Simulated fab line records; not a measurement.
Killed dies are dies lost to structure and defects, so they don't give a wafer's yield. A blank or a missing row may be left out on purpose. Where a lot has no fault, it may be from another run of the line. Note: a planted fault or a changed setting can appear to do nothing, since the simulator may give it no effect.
Chamber matching    flow nand harc    4 sister chambers for NHARC_P_STI_DESCUM_14 on rie diel-05
The step chemistry O2, time 3 s. 16 wafers are shown with their chamber, then 8 later ones without.

## EACH WAFER AND ITS CHAMBER
wafer   chamber  drypump motor current A (A)  oes product au (a.u.)  throttle valve pct (%)
L075.2  1        4.8                          1.006                  11.321
L075.3  3        4.9                          0.994                  11.317
L075.6  2        6.2                          0.995                  11.321
L076.2  1        4.8                          1.017                  11.330
L076.3  3        4.9                          0.994                  11.321
L076.4  2        6.3                          1.000                  11.323
L079.1  0        6.0                          1.005                  11.309
L079.2  3        4.9                          0.993                  11.315
L079.5  3        4.9                          1.002                  11.303
L081.1  2        6.3                          1.012                  11.304
L081.2  3        4.9                          1.009                  11.303
L081.4  1        4.8                          1.006                  11.318
L082.1  2        6.3                          0.997                  11.301
L082.4  0        5.9                          1.020                  11.309
L082.5  0        5.9                          1.002                  11.325
L087.1  3        4.9                          1.002                  11.308

SIGNATURES, as means of the wafers listed above
reading                  chamber 0  chamber 1  chamber 2  chamber 3  scatter within a chamber
drypump motor current A  5.933      4.800      6.275      4.900      0.0344
oes product au           1.00900    1.00967    1.00100    0.99900    0.00733
throttle valve pct       11.31433   11.32300   11.31225   11.31117   0.00878
Rule: distance of a wafer from a chamber = root of the sum over the readings of ((wafer's reading minus chamber's mean) / reading's scatter) squared. The wafer belongs to the nearest chamber; if the next one is less than 2 further off, it can't be placed. The scatter is the square root of a quotient: the sum, over the shown wafers, of each reading's squared deviation from its chamber's mean, divided by wafers minus chambers.

## WAFERS WHOSE CHAMBER IS MISSING
wafer   drypump motor current A (A)  oes product au (a.u.)  throttle valve pct (%)
L087.2  4.8                          1.004                  11.279
L087.4  5.9                          1.006                  11.308
L089.2  5.9                          1.004                  11.298
L089.4  4.8                          1.007                  11.311
L089.6  6.2                          1.012                  11.317
L095.2  6.3                          1.018                  11.304
L095.4  5.9                          1.004                  11.314
L095.6  4.9                          1.004                  11.305

## CHAMBER TAKEN BY EACH
wafer   from the rows above      in truth
L087.2  can't be placed: 3 or 1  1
L087.4  0                        0
L089.2  0                        0
L089.4  can't be placed: 1 or 3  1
L089.6  2                        2
L095.2  2                        2
L095.4  0                        0
L095.6  3                        3
Correctly placed: 6 of 8. Can't be placed from these rows: 2 (the true chamber is among the candidates in 2). 0 placed wrongly.
